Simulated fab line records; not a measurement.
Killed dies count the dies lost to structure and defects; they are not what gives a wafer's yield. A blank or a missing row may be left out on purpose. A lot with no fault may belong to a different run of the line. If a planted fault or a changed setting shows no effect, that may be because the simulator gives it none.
Chamber matching | flow n5-finfet | rie-diel-03 running N5_BEOL_M0_SAQP_DESCUM_19: 4 sister chambers
The step chemistry O2, time 7.9 s. 4 wafers are shown with their chamber, then 12 later ones without.

== WAFERS, EACH WITH ITS CHAMBER ==
wafer  | chamber | showerhead-plenum-p-Torr (Torr)
L085.1 | 3       | 2.05
L089.1 | 0       | 2.05
L089.2 | 1       | 2.18
L089.4 | 2       | 2.01

== WAFERS WITHOUT THEIR CHAMBER ==
wafer  | showerhead-plenum-p-Torr (Torr)
L092.3 | 2.17
L092.5 | 2.04
L092.6 | 2.05
L093.2 | 2.05
L093.4 | 2.01
L093.6 | 2.04
L094.1 | 2.17
L094.5 | 2.17
L094.6 | 2.04
L096.1 | 2.17
L096.2 | 2.01
L096.6 | 2.17

== CHAMBER TAKEN BY EACH ==
wafer  | from the rows above     | in truth
L092.3 | 1                       | 1
L092.5 | can't be placed: 0 or 3 | 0
L092.6 | can't be placed: 0 or 3 | 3
L093.2 | can't be placed: 0 or 3 | 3
L093.4 | 2                       | 2
L093.6 | can't be placed: 0 or 3 | 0
L094.1 | 1                       | 1
L094.5 | 1                       | 1
L094.6 | can't be placed: 0 or 3 | 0
L096.1 | 1                       | 1
L096.2 | 2                       | 2
L096.6 | 1                       | 1
Correct placement for 7 of the 12. Cannot be placed on the basis of these rows: 5; the candidates contain the true chamber in 5. Number placed wrongly: 0.
How it was worked out, from the rows above alone: a wafer's distance from a chamber is the root of the sum, over the readings, of the square of ((its reading less the chamber's mean) divided by the reading's scatter). The wafer belongs to the nearest chamber; if the next one is less than 2 further off, it can't be placed. Each chamber's mean is taken over the wafers shown for it. The scatter: root of mean squared gap, hidden wafer to nearest shown wafer, with one shown wafer a chamber.
